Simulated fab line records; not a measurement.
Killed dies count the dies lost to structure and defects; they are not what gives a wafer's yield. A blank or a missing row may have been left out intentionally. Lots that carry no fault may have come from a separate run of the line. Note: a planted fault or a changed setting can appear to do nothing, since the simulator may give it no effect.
Matching of chambers + flow nand_harc + NHARC_A_SGD_CUT_ETCH_58 on rie_diel-08 has 4 sister chambers
The step etches the open film in CF4, target depth 39 nm, time 65 s. 4 wafers are shown with their chamber, then 8 later ones without.

WAFERS PAIRED WITH THEIR CHAMBERS
| wafer  | chamber | showerhead_plenum_p_Torr (Torr) |
|--------|---------|---------------------------------|
| L739.5 | 2       | 1.71                            |
| L746.2 | 3       | 1.87                            |
| L746.5 | 1       | 1.74                            |
| L747.1 | 0       | 1.76                            |

WAFERS WHOSE CHAMBER IS MISSING
| wafer  | showerhead_plenum_p_Torr (Torr) |
|--------|---------------------------------|
| L747.2 | 1.87                            |
| L747.3 | 1.70                            |
| L748.4 | 1.87                            |
| L748.5 | 1.87                            |
| L748.6 | 1.76                            |
| L753.2 | 1.74                            |
| L753.3 | 1.87                            |
| L753.5 | 1.74                            |

WHICH CHAMBER EACH WENT THROUGH
| wafer  | from the rows above | in truth |
|--------|---------------------|----------|
| L747.2 | 3                   | 3        |
| L747.3 | 2                   | 2        |
| L748.4 | 3                   | 3        |
| L748.5 | 3                   | 3        |
| L748.6 | 0                   | 0        |
| L753.2 | 1                   | 1        |
| L753.3 | 3                   | 3        |
| L753.5 | 1                   | 1        |
Correct placement for 8 of the 8. Left unplaced by these rows: 0. Number placed wrongly: 0.
How it was worked out, from the rows above alone: a wafer's distance from a chamber is the root of the sum, over the readings, of the square of ((its reading less the chamber's mean) divided by the reading's scatter). If the next closest chamber is less than 2 further off than the closest, the wafer can't be placed; otherwise it belongs to the closest. Each chamber's mean is taken over the wafers shown for it. The scatter: root of mean squared gap, hidden wafer to nearest shown wafer, with one shown wafer a chamber.
